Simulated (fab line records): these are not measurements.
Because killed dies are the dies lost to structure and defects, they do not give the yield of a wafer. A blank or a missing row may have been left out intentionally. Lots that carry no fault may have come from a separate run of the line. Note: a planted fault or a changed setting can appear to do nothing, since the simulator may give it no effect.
Chamber matching -- flow n5_finfet -- N5_HKMG_FIN_PWFM_ALD_03 on ald_metal-03 has 4 sister chambers
The step deposits TiN, target thk 2 nm, pulse time 1 s, purge time 3 s. 4 wafers are shown with their chamber, then 7 later ones without.

EACH WAFER AND ITS CHAMBER
wafer,chamber,heater_power_w (W)
L543.1,2,897
L551.2,1,848
L551.6,0,926
L555.4,3,846

WAFERS WHOSE CHAMBER IS MISSING
wafer,heater_power_w (W)
L555.5,903
L560.1,938
L560.5,827
L560.6,958
L562.2,932
L562.4,891
L562.6,901

WHICH CHAMBER EACH WENT THROUGH
wafer,from the rows above,in truth
L555.5,can't be placed: 2 or 0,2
L560.1,can't be placed: 0 or 2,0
L560.5,can't be placed: 3 or 1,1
L560.6,can't be placed: 0 or 2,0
L562.2,can't be placed: 0 or 2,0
L562.4,can't be placed: 2 or 0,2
L562.6,can't be placed: 2 or 0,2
Correctly placed: 0 of 7. Not placeable from these rows: 7 (in 7, the candidates include the true chamber). Wrongly placed: 0.
How it was worked out, from the rows above alone: a wafer's distance from a chamber is the root of the sum, over the readings, of the square of ((its reading less the chamber's mean) divided by the reading's scatter). If the next closest chamber is less than 2 further off than the closest, the wafer can't be placed; otherwise it belongs to the closest. Each chamber's mean is taken over the wafers shown for it. The scatter (one wafer shown for each chamber): square how far every hidden wafer sits from the nearest shown wafer, average those squares and take the square root.
